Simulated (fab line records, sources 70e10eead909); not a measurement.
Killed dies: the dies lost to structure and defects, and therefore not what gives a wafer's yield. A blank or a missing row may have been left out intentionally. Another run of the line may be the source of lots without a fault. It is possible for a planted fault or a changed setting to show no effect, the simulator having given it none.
Matching of chambers	flow nand-harc	rie-diel-06 running NHARC_P_ZERO_WELL_DESCUM_26: 4 sister chambers
The step chemistry O2, time 3 s. 8 wafers are shown with their chamber, then 8 later ones without.

== WAFERS WITH THEIR CHAMBER ==
wafer	chamber	showerhead-plenum-p-Torr (Torr)	drypump-motor-current-A (A)
L078.4	0	1.90	6.2
L078.5	0	1.90	6.2
L078.1	2	1.93	5.8
L079.6	1	1.92	5.9
L087.4	1	1.92	5.9
L087.5	2	1.93	5.9
L087.6	3	1.87	5.9
L092.1	3	1.86	5.9

== WAFERS WHOSE CHAMBER IS MISSING ==
wafer	showerhead-plenum-p-Torr (Torr)	drypump-motor-current-A (A)
L092.3	1.89	6.2
L092.4	1.92	5.9
L093.2	1.93	5.9
L093.4	1.90	6.2
L093.6	1.89	6.2
L097.1	1.89	6.2
L097.2	1.86	5.9
L097.3	1.92	5.9

== CHAMBER TAKEN BY EACH ==
wafer	from the rows above	in truth
L092.3	0	0
L092.4	1	1
L093.2	can't be placed: 2 or 1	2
L093.4	0	0
L093.6	0	0
L097.1	0	0
L097.2	3	3
L097.3	1	1
7 of 8 placed correctly. From these rows, 1 cannot be placed; in 1 the true chamber is one of the candidates. 0 placed wrongly.
How it was worked out, from the rows above alone: a wafer's distance from a chamber is the root of the sum, over the readings, of the square of ((its reading less the chamber's mean) divided by the reading's scatter). If the next closest chamber is less than 2 further off than the closest, the wafer can't be placed; otherwise it belongs to the closest. The mean given for a chamber averages the wafers shown for that chamber. The scatter is the square root of a quotient: the sum, over the shown wafers, of each reading's squared deviation from its chamber's mean, divided by wafers minus chambers.
